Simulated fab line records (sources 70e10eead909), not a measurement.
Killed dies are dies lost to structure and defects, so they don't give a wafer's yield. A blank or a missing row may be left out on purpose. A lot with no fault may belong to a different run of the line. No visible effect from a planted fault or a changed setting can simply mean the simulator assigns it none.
Comparing a struck lot with a sound one + flow nand harc + 16 out of 1302 route steps
Sound: these wafers, L528.1, L528.5, L528.6. Struck: wafer L525.2 (left out: L525.5, a lot-mate that was not struck); the cause follows at the end.
At each step with rows: each side's tool, then ch and its chambers, then its first start. Under that, the readings that differ: sound wafers + struck wafers + difference of the means + sigmas: that difference in standard deviations of wafers without a fault.
alike: readings with means less than 2 such deviations apart, plus words and numbers identical on both sides. not compared: withheld readings, readings lacking a value on some wafer, bounds such as >300 that could conceal the same value, and numbers that have no deviation in the record and whose values overlap.
Wherever a step has rows on one side only, a row that says differs or no value, or a row with sigmas, the two part there. When numbers do not overlap yet have no deviation, they are printed without sigmas and do not part them. A reading missing from all wafers of one side parts the sides only when that side holds two or more wafers.

first, 1 step without rows for these wafers: NHARC_A_DECK1_JOINT_SRD_15.
NHARC_A_DECK1_JOINT_DEP_16: deposits SiO2, target thk 45 nm.
  sound on pecvd-04 ch 1,2, day 18 05:11; struck on pecvd-01 ch 1, day 17 13:57
  alike: heater power outer w, heater power w, showerhead vpp V, throttle valve pct
NHARC_A_DECK1_JOINT_THK_MEAS_17: measures by ellipsometry.
  sound on film metro-01, day 18 05:25; struck on film metro-02, day 17 14:14
  alike: thk nm
NHARC_A_DECK1_JOINT_INSPECT_05:
  sound on defect inspect-02, day 18 05:27; struck on defect inspect-01, day 17 14:16
  alike: raw defect count
then, 1 step without rows for these wafers: NHARC_A_ONON_D2_DEP_00 (target thk 1000 nm).
NHARC_A_ONON_D2_THK_MEAS_02: measures by ellipsometry.
  sound on film metro-01, day 18 06:01; struck on film metro-01, day 17 14:51
  alike: thk nm
then, 1 step without rows for these wafers: NHARC_A_ONON_D2_DEP_03 (target thk 1000 nm).
NHARC_A_ONON_D2_THK_MEAS_05: measures by ellipsometry.
  sound on film metro-02, day 18 06:35; struck on film metro-01, day 17 15:25
  alike: thk nm
then, 1 step without rows for these wafers: NHARC_A_ONON_D2_DEP_06 (target thk 1000 nm).
NHARC_A_ONON_D2_THK_MEAS_08: measures by ellipsometry.
  sound on film metro-01, day 18 07:10; struck on film metro-02, day 17 15:59
  alike: thk nm
then, 1 step without rows for these wafers: NHARC_A_ONON_D2_DEP_09 (target thk 1000 nm).
NHARC_A_ONON_D2_THK_MEAS_11: measures by ellipsometry.
  sound on film metro-01, day 18 07:44; struck on film metro-02, day 17 16:32
  alike: thk nm
NHARC_A_ONON_D2_DEP_12: target thk 1000 nm.
  sound on pecvd onon-01 ch 0, day 18 07:47; struck on pecvd onon-04 ch 0, day 17 16:39
  alike: n2 flow sccm, n2o flow sccm
NHARC_A_ONON_D2_THK_MEAS_14: measures by ellipsometry.
  sound on film metro-01, day 18 08:18; struck on film metro-01, day 17 17:06
| reading     | sound          | struck | difference | sigmas |
|-------------|----------------|--------|------------|--------|
| thk nm (nm) | 1007 1008 1007 | 945    | -62        | -8     |
then, 1 step without rows for these wafers: NHARC_A_ONON_D2_ANNEAL_15 (time 3600 s).
-- the record jumps here: 12 days lie between the struck wafers' starts before and after (it left off in module A_ONON_D2 and takes up again in module END, whose first step shown is number 1302 of the route) --
NHARC_END_SORT_01:
  only the struck wafers appear in the record here, on prober-01 ch 0 at day 29 06:53; the sound ones have no rows

## WHERE THEY PART
Last at NHARC_END_SORT_01 as far as this record goes, first at NHARC_A_ONON_D2_THK_MEAS_14.

WHY: what the simulator had put in
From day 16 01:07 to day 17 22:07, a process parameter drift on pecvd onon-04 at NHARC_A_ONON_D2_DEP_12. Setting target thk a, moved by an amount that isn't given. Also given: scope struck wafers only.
